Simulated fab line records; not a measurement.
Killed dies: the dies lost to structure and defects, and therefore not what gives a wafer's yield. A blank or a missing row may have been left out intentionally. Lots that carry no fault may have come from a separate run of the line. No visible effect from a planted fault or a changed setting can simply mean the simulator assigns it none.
Matching of chambers -- flow n5 finfet -- N5_BEOL_M9_CURE_71 on uv cure-03: 3 sister chambers
The step cures SiCOH lowk, time 240 s. 22 wafers are shown with their chamber, then 11 later ones without.

== WAFERS WITH THEIR CHAMBER ==
wafer,chamber,wafer_temp_C_max,lamp power pct (%)
L077.2,2,386.2,52.33
L077.4,2,386.2,52.29
L077.6,2,386.6,52.32
L079.2,1,387.5,52.33
L079.3,1,387.8,52.34
L079.4,1,386.9,52.31
L078.3,0,386.9,52.25
L078.4,0,386.9,52.30
L078.6,0,387.0,52.40
L080.2,1,387.5,52.31
L080.4,1,387.1,52.24
L080.6,1,387.5,52.20
L082.2,2,385.9,52.28
L082.5,2,386.1,52.35
L082.6,2,386.0,52.31
L085.1,2,386.7,52.37
L085.2,2,385.9,52.36
L085.6,2,386.6,52.34
L087.1,0,386.9,52.39
L087.5,0,387.1,52.36
L087.6,0,387.0,52.34
L089.2,1,387.7,52.28

SIGNATURES (means of the wafers above)
reading,chamber 0,chamber 1,chamber 2,scatter within a chamber
wafer_temp_C_max,386.967,387.429,386.244,0.274
lamp power pct,52.3400,52.2871,52.3278,0.0455
Rule: for a wafer and a chamber, the distance is found by dividing, reading by reading, the gap between the wafer's reading and the chamber's mean by the reading's scatter, squaring, summing and taking the root. The wafer belongs to the nearest chamber; if the next one is less than 2 further off, it can't be placed. How the scatter is found: for the shown wafers, subtract from each reading the mean of its chamber, square and add these, divide the total by (wafers less chambers), then take the root.

== WAFERS MISSING THEIR CHAMBER ==
wafer,wafer_temp_C_max,lamp power pct (%)
L089.4,387.1,52.35
L089.5,387.5,52.27
L093.1,386.9,52.32
L093.2,386.4,52.25
L093.5,386.3,52.33
L094.1,387.6,52.37
L094.5,387.6,52.38
L094.6,387.2,52.28
L097.2,386.9,52.25
L097.4,386.8,52.27
L097.5,386.3,52.29

== EACH ONE'S CHAMBER ==
wafer,from the rows above,in truth
L089.4,can't be placed: 0 or 1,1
L089.5,1,1
L093.1,can't be placed: 0 or 1 or 2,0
L093.2,can't be placed: 2 or 0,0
L093.5,2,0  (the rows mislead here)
L094.1,can't be placed: 1 or 0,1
L094.5,can't be placed: 1 or 0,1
L094.6,can't be placed: 1 or 0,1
L097.2,can't be placed: 0 or 1 or 2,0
L097.4,can't be placed: 0 or 1 or 2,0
L097.5,can't be placed: 2 or 0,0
1 of 11 placed correctly. Cannot be placed on the basis of these rows: 9; the candidates contain the true chamber in 9. Wrongly placed: 1.
